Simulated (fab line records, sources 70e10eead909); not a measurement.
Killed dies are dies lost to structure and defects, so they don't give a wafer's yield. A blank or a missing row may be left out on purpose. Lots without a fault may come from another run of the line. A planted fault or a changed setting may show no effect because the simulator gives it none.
fab line records | flow nand_harc
record lots=5 wafers=15 last_day=33
route steps=1302 shown P_ZERO_WELL@68 P_STI@69
lots that met no fault: from a run of the same line without faults
start_h: hours from the record's first day to the start of the lot's first wafer shown | wait_h: hours since the lot's step before | " the same as in the row above | L1.1+2: a row that stands for several wafers | - no value, or no start given | * or withheld: withheld | < > ~ a bound
route shown NAME@n: a module of which the file shows steps, and the number in the route of the first | usual: mean/standard deviation of fault-free wafers | same: alike in all rows | chamber/n: place in a boat | sites: the reading at each site | _std_site: their standard deviation | _edge_site: outer sites' mean less inner sites' | radius_mm: how far each site lies from the wafer's centre | mask NAME#n: copy n | behind: the tool/chamber that last shaped the wafer | hold: why the lot was held/for how many hours/how that ended | device: the transistor (n, p or np) that didn't switch | end of line: the same wafers' tests at the end of the route | a step without rows: its recipe alone | killed: dies lost to structure and defects at the first sort, not the wafer's yield | map: a wafer's dies, x killed, . not, _ none there
set.NAME: the setting as run; set.NAME@STEP: as run at that earlier step | model.NAME: the simulator's own value behind a step, which no gauge read
lots at some steps of the route; a table a step, a row a wafer
services: from which hour (start_h, from the record's first day; less than 0 if before it) a tool's chamber was out of use, for how many hours, and why
## steps
# step NHARC_P_ZERO_WELL_INSPECT_43
# usual raw_defect_count=13/6
# columns lot.wafer tool chamber start_h wait_h raw_defect_count
L181.2 defect_inspect-01 - 77.60 0.5 7
L181.5 " - " " 9
L181.6 " - " " 9
L185.1 defect_inspect-02 - 117.32 0.6 12
L185.5 " - " " 10
L185.6 " - " " 10
L188.1 defect_inspect-02 - 147.51 0.6 11
L188.2 " - " " 10
L188.5 " - " " 12
L195.3 defect_inspect-02 - 217.56 0.4 11
L195.4 " - " " 11
L195.6 " - " " 27
L196.2 defect_inspect-01 - 228.11 0.5 28
L196.4 " - " " 11
L196.6 " - " " 18
# step NHARC_P_STI_ETCH_26
# recipe target_depth_a=110 chemistry=dHF material=SiO2
# step NHARC_P_STI_PRECLEAN_27
# recipe time_s=* temp_c=50 bath_age_min=0 chemistry=SC1
# step NHARC_P_STI_SRD_28
# step NHARC_P_STI_OXIDE_29
# recipe target_thk_a=100 temp_c=900 ox_time_s=1362 material=SiO2
# step NHARC_P_STI_HM_DEP_30
# recipe target_thk_a=800 temp_c=790 pressure_mtorr=300 time_s=873 material=Si3N4
# step NHARC_P_STI_DEHYDRATE_01
# recipe temp_c=150 time_s=120
# step NHARC_P_STI_HMDS_02
# recipe time_s=30
# step NHARC_P_STI_COAT_41
# recipe temp_c=200 time_s=65
# step NHARC_P_STI_COAT_03
# recipe spin_rpm=2000 resist_thk_nm=600
# step NHARC_P_STI_SOFTBAKE_04
# recipe temp_c=125 time_s=70
# step NHARC_P_STI_EBR_05
# step NHARC_P_STI_EXPOSE_06
# recipe na=0.55 target_cd_nm=200 dose_mj=37.69 mask_id=P_STI
# columns lot.wafer tool chamber start_h wait_h mask
L181.2+5+6 krf_scanner-04 0 94.13 - P_STI#0
L185.1+5+6 krf_scanner-04 0 135.31 - P_STI_R1#0
L188.1+2+5 krf_scanner-04 0 162.42 - P_STI#0
L195.3+4+6 krf_scanner-03 0 232.49 - P_STI#0
L196.2+4+6 krf_scanner-04 0 246.13 - P_STI#0
# step NHARC_P_STI_PEB_07
# recipe peb_temp_c=128 peb_time_s=80
# step NHARC_P_STI_DEVELOP_08
# recipe time_s=50 dev_temp_c=22
# step NHARC_P_STI_CD_MEAS_09
# recipe target_cd_nm=200 landing_energy_ev=500
# usual cd_nm=199.9/1.7
# columns lot.wafer tool chamber start_h wait_h hold cd_nm
L181.2 cd_sem-01 0 94.28 - - 199.5
L181.5 " 0 " " - 198.3
L181.6 " 0 " " - 200.6
L185.1 cd_sem-03 0 135.46 - await_dispo/0.2h/release 232.1
L185.5 " 0 " " await_dispo/0.2h/release 232.1
L185.6 " 0 " " await_dispo/0.2h/release 231.8
L185.1 cd_sem-03 0 - - - 231.9
L185.5 " 0 " " - 232.5
L185.6 " 0 " " - 231.5
L188.1 cd_sem-02 0 162.58 - - 198.0
L188.2 " 0 " " - 198.6
L188.5 " 0 " " - 196.4
L195.3 cd_sem-03 0 232.64 - - 198.6
L195.4 " 0 " " - 201.0
L195.6 " 0 " " - 199.9
L196.2 cd_sem-02 0 246.28 - - 200.8
L196.4 " 0 " " - 203.0
L196.6 " 0 " " - 198.1
# step NHARC_P_STI_OVL_MEAS_10
# usual overlay_x_nm=0/5.8 overlay_y_nm=0/7
# columns lot.wafer tool chamber start_h wait_h hold overlay_x_nm overlay_y_nm
L181.2 overlay-02 - 94.37 - - 2 0
L181.5 " - " " - 2 0
L181.6 " - " " - 2 0
L185.1 overlay-01 - 138.08 - await_dispo/2.4h/release -3 -7
L185.5 " - " " await_dispo/2.4h/release -3 -7
L185.6 " - " " await_dispo/2.4h/release -2 -8
L188.1 overlay-02 - 162.66 - - -15 6
L188.2 " - " " - -15 6
L188.5 " - " " - -15 6
L195.3 overlay-02 - 232.72 - - -2 8
L195.4 " - " " - -1 8
L195.6 " - " " - -1 8
L196.2 overlay-01 - 246.37 - - 6 21
L196.4 " - " " - 6 21
L196.6 " - " " - 7 21
# step NHARC_P_STI_INSPECT_11
# usual raw_defect_count=5.4/2.7
# columns lot.wafer tool chamber start_h wait_h raw_defect_count
L181.2 defect_inspect-01 - 94.40 0.0 3
L181.5 " - " " 6
L181.6 " - " " 2
L185.1 defect_inspect-01 - 138.12 0.0 5
L185.5 " - " " 4
L185.6 " - " " 3
L188.1 defect_inspect-02 - 162.70 0.0 7
L188.2 " - " " 2
L188.5 " - " " 7
L195.3 defect_inspect-01 - 232.76 0.0 4
L195.4 " - " " 3
L195.6 " - " " 7
L196.2 defect_inspect-01 - 246.40 0.0 11
L196.4 " - " " 8
L196.6 " - " " 12
# step NHARC_P_STI_HARDBAKE_13
# recipe temp_c=118 time_s=65
# step NHARC_P_STI_DESCUM_14
# recipe time_s=3 o2_flow_sccm=200 ar_flow_sccm=0 bias_power_w=0 chemistry=O2
# usual drypump_motor_current_A=5.55/0.3 oes_product_au=1.001/0.0067 rf_vpp_V=57.9/0.83 showerhead_plenum_p_Torr=1.96/0.093 throttle_valve_pct=11.312/0.0093
# columns lot.wafer tool chamber start_h wait_h drypump_motor_current_A oes_product_au rf_hours_counter_h rf_vpp_V showerhead_plenum_p_Torr throttle_valve_pct model.P_STI.cd_nm
L181.2 rie_diel-10 1 94.55 - 5.68 1.002 1 56.6 1.90 11.310 199.9
L181.5 " 0 " " 5.61 0.994 - 58.3 2.01 11.295 198
L181.6 " 1 " " 5.68 1.002 - 57.7 1.90 11.308 200.7
L185.1 rie_diel-13 1 138.28 - 6.04 0.998 6 59.1 2.07 11.328 232.4
L185.5 " 2 " " 4.95 1.001 - 57.5 1.89 11.304 232.3
L185.6 " 3 " " 5.04 0.996 - 59.2 2.07 11.329 231.1
L188.1 rie_diel-13 0 162.85 - 6.03 0.986 8 56.7 1.93 11.320 197.2
L188.2 " 1 " " 6.05 0.998 7 59.0 2.07 11.288 198.6
L188.5 " 2 " " 4.96 0.996 - 58.9 1.89 11.295 196.5
L195.4 rie_diel-06 3 232.91 - 5.83 0.991 5 55.9 1.81 11.321 201
L195.3 " 0 " " 5.44 0.998 5 58.9 2.05 11.315 198.6
L195.6 " 1 " " 5.32 0.998 - 56.7 1.81 11.320 199.6
L196.4 rie_diel-06 3 246.55 - 5.82 1.000 7 57.6 1.81 11.329 203.2
L196.2 " 1 " " 5.31 1.000 6 57.5 1.81 11.302 201.1
L196.6 " 2 " " 5.63 0.996 - 58.0 2.06 11.316 198.9
# step NHARC_P_STI_ETCH_42
# recipe target_depth_a=800 overetch_a=240 time_s=61 ion_energy_ev=200 n2_flow_sccm=150 h2_flow_sccm=150 ar_flow_sccm=0 rf_w=400 bias_w=150 chemistry=N2/H2
# usual drypump_motor_current_A=5.57/0.3 oes_product_au=1.001/0.0071 rf_vpp_V=431.9/2.8 showerhead_plenum_p_Torr=2.09/0.1 throttle_valve_pct=14.171/0.0084
# columns lot.wafer tool chamber start_h wait_h drypump_motor_current_A oes_product_au rf_hours_counter_h rf_vpp_V showerhead_plenum_p_Torr throttle_valve_pct
L181.2 rie_diel-10 3 94.63 0.1 5.34 0.998 2 428.2 1.97 14.159
L181.6 " 1 " " 5.73 0.996 - 429.3 2.03 14.170
L181.5 " 2 " " 5.56 0.994 - 433.7 2.20 14.175
L185.1 rie_diel-13 3 138.35 0.1 5.07 0.998 6 435.5 2.21 14.179
L185.5 " 0 " " 6.05 0.993 - 432.1 2.05 14.175
L185.6 " 1 " " 6.07 0.991 - 435.3 2.21 14.168
L188.2 rie_diel-13 3 162.92 0.1 5.05 1.004 7 435.2 2.21 14.173
L188.1 " 1 " " 6.05 1.008 7 434.4 2.21 14.171
L188.5 " 0 " " 6.07 0.993 - 430.6 2.05 14.158
L195.3 rie_diel-06 3 232.97 0.1 5.81 1.004 5 428.5 1.93 14.168
L195.4 " 0 " " 5.45 1.003 5 434.9 2.19 14.165
L195.6 " 3 " " 5.82 1.001 - 427.5 1.93 14.165
L196.2 rie_diel-06 3 246.62 0.1 5.82 0.995 7 428.3 1.93 14.168
L196.4 " 2 " " 5.63 0.990 6 433.5 2.20 14.180
L196.6 " 0 " " 5.46 1.003 - 433.8 2.19 14.171
# step NHARC_P_STI_ETCH_31
# recipe target_depth_a=1089 time_s=54.5 cf4_flow_sccm=100 chf3_flow_sccm=30 ar_flow_sccm=0 rf_w=500 bias_w=200 chemistry=CF4/CHF3
# usual drypump_motor_current_A=5.6/0.3 oes_product_au=0.963/0.019 rf_vpp_V=371.7/2.5 showerhead_plenum_p_Torr=1.61/0.073 throttle_valve_pct=16.803/0.0092
# columns lot.wafer tool chamber start_h wait_h drypump_motor_current_A oes_product_au rf_hours_counter_h rf_vpp_V showerhead_plenum_p_Torr throttle_valve_pct
L181.2 rie_diel-10 2 - - 5.5 0.986 1 374.2 1.68 16.796
L181.5 " 2 " " 5.5 0.985 - 374.7 1.68 16.799
L181.6 " 3 " " 5.3 0.992 - 370.0 1.53 16.807
L185.1 rie_diel-13 1 - - 6.1 0.982 6 373.9 1.69 16.805
L185.6 " 1 " " 6.1 0.971 - 375.1 1.69 16.806
L185.5 " 2 " " 4.9 0.963 - 368.4 1.56 16.803
L188.2 rie_diel-13 3 - - 5.0 0.965 7 374.1 1.69 16.817
L188.1 " 0 " " 6.1 0.964 8 370.0 1.58 16.814
L188.5 " 1 " " 6.0 0.974 - 374.5 1.69 16.799
L195.4 rie_diel-06 3 - - 5.8 0.987 5 367.2 1.49 16.784
L195.3 " 1 " " 5.3 0.963 5 366.7 1.49 16.797
L195.6 " 3 " " 5.8 0.978 - 368.5 1.50 16.808
L196.4 rie_diel-06 3 - - 5.9 0.957 7 367.2 1.49 16.803
L196.2 " 0 " " 5.4 0.973 6 373.2 1.68 16.804
L196.6 " 2 " " 5.7 0.949 - 373.7 1.69 16.800
# step NHARC_P_STI_ETCH_15
# recipe target_depth_a=3000 taper_deg=4 time_s=100.1 hbr_flow_sccm=150 cl2_flow_sccm=50 rf_w=400 icp_w=400 bias_w=100 chemistry=HBr/Cl2
# usual drypump_motor_current_A=5.9/0.39 mfc_cl2_sccm=50.01/0.15 oes_product_au=1.001/0.0085 throttle_valve_pct=26.405/0.0087
# columns lot.wafer tool chamber start_h wait_h drypump_motor_current_A mfc_cl2_sccm oes_product_au rf_hours_counter_h throttle_valve_pct model.P_STI.cd_nm
L181.2 rie_si-01 0 94.86 - 5.8 49.99 0.986 0.5 26.394 199.4
L181.6 " 1 " " 6.5 49.76 1.001 - 26.400 199.8
L181.5 " 2 " " 5.7 50.14 0.991 - 26.407 197.9
L185.1 rie_si-01 2 138.53 - 5.7 49.88 0.986 0.7 26.413 232.2
L185.6 " 2 " " 5.7 49.91 0.988 - 26.408 231.2
L185.5 " 3 " " 6.4 50.12 1.010 - 26.411 231.8
L188.1 rie_si-01 1 163.13 - 6.5 49.91 0.998 1.0 26.406 197.2
L188.2 " 3 " " 6.4 50.20 1.000 0.9 26.401 197.9
L188.5 " 1 " " 6.5 49.84 0.994 - 26.397 196
L195.3 rie_si-06 1 233.18 - 5.8 49.99 1.004 0.9 26.417 198.4
L195.4 " 2 " " 6.2 50.13 1.001 0.9 26.413 200.6
L195.6 " 1 " " 5.8 50.17 1.003 - 26.401 199.2
L196.4 rie_si-03 1 246.83 - 5.8 49.96 1.003 0.1 26.401 202.8
L196.2 " 3 " " 5.9 50.13 0.987 0.1 26.404 200.9
L196.6 " 1 " " 5.8 50.02 0.984 - 26.392 198.4
# step NHARC_P_STI_CD_MEAS_16
# usual cd_nm=199.5/1.9
# columns lot.wafer tool chamber start_h wait_h hold cd_nm
L181.2 cd_sem-01 - 94.98 - - 199.6
L181.5 " - " " - 197.7
L181.6 " - " " - 199.9
L185.1 cd_sem-03 - 138.69 - await_dispo/0.2h/release 232.1
L185.5 " - " " await_dispo/0.2h/release 231.7
L185.6 " - " " await_dispo/0.2h/release 231.1
L185.1 cd_sem-03 - 138.87 0.2 - 232.2
L185.5 " - " " - 231.9
L185.6 " - " " - 231.3
L188.1 cd_sem-03 - 163.27 - - 197.4
L188.2 " - " " - 197.6
L188.5 " - " " - 196.0
L195.3 cd_sem-01 - 233.33 - - 198.9
L195.4 " - " " - 200.7
L195.6 " - " " - 199.3
L196.2 cd_sem-02 - 246.98 - - 200.9
L196.4 " - " " - 203.0
L196.6 " - " " - 198.4
# step NHARC_P_STI_OCD_MEAS_17
# usual trench_depth_nm=301/3.9 trench_foot_cd_nm=157.8/1.7
# columns lot.wafer tool chamber start_h wait_h hold trench_depth_nm trench_foot_cd_nm
L181.2 ocd-01 - 95.07 0.1 - 296 158.7
L181.5 " - " " - 294 157.0
L181.6 " - " " - 297 159.4
L185.1 ocd-01 - 141.11 2.2 await_dispo/0.2h/release 294 191.4
L185.5 " - " " await_dispo/0.2h/release 299 190.7
L185.6 " - " " await_dispo/0.2h/release 296 190.7
L185.1 ocd-01 - 141.28 0.2 - 294 191.3
L185.5 " - " " - 300 190.3
L185.6 " - " " - 296 190.2
L188.1 ocd-02 - 163.36 0.1 - 298 155.9
L188.2 " - " " - 301 156.5
L188.5 " - " " - 298 154.7
L195.3 ocd-01 - 233.42 0.1 - 303 155.7
L195.4 " - " " - 298 159.4
L195.6 " - " " - 305 157.1
L196.2 ocd-01 - 247.06 0.1 - 299 158.9
L196.4 " - " " - 299 160.9
L196.6 " - " " - 296 157.3
## services
# columns tool chamber start_h hours kind
rie_diel-13 0 70.50 - clean
rie_diel-13 1 70.50 - clean
rie_si-06 - 72.00 9.0 pm
rie_diel-13 3 91.48 8.4 repair
krf_scanner-03 - 104.11 0.3 repair
rie_si-03 0 104.90 11.7 repair
rie_diel-10 0 115.10 10.8 repair
rie_diel-06 - 130.20 9.0 pm
rie_si-06 2 137.18 6.5 repair
krf_scanner-03 - 140.34 0.6 repair
rie_diel-06 0 163.22 3.2 repair
rie_diel-13 - 165.00 9.0 pm
rie_diel-10 - 168.35 0.1 repair
krf_scanner-04 - 182.00 4.0 pm
rie_si-03 2 185.79 3.4 repair
rie_si-01 - 193.00 9.0 pm
rie_diel-10 - 194.77 0.6 repair
rie_si-01 - 217.33 1.9 repair
rie_diel-06 - 219.03 0.6 repair
rie_si-03 - 221.00 9.0 pm
krf_scanner-03 - 224.00 4.0 pm
krf_scanner-04 - 225.73 19.4 repair
rie_si-01 0 231.77 22.5 repair
rie_diel-10 - 242.76 9.0 pm
## key
first_sign step=NHARC_P_STI_EXPOSE_06 reading=mask direction=changed
effect step=NHARC_P_STI_CD_MEAS_09 reading=visit direction=added
effect step=NHARC_P_STI_CD_MEAS_09 reading=cd_nm direction=up sigmas=19 usual=199.9 struck=232.0
effect step=NHARC_P_STI_CD_MEAS_16 reading=visit direction=added
effect step=NHARC_P_STI_CD_MEAS_16 reading=cd_nm direction=up sigmas=17 usual=199.5 struck=231.7
effect step=NHARC_P_STI_OCD_MEAS_17 reading=visit direction=added
effect step=NHARC_P_STI_OCD_MEAS_17 reading=trench_foot_cd_nm direction=up sigmas=20 usual=157.8 struck=190.9
model_effect step=NHARC_P_STI_DESCUM_14 value=P_STI.cd_nm without=199.7 struck=232
model_effect step=NHARC_P_STI_ETCH_15 value=P_STI.cd_nm without=199.5 struck=231.7
met_at NHARC_P_STI_EXPOSE_06
struck_wafers L185.1,L185.5,L185.6
tester_left_out L185
onset_between 94.13 135.31
fault kind=wrong_mask tool=any chamber=- onset_h=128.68 steps=NHARC_P_STI_EXPOSE_06 aux_copy=P_STI_R1#0 cd_offset_nm=32.254 scope=struck_lots_only
# tester_left_out: of these lots the tester's yield and bins aren't shown, on N5 and GAA mostly nor the transistor test; their killed dies are dies lost to structure and defects alone, not to doping, threshold or leakage, so they don't give the yield
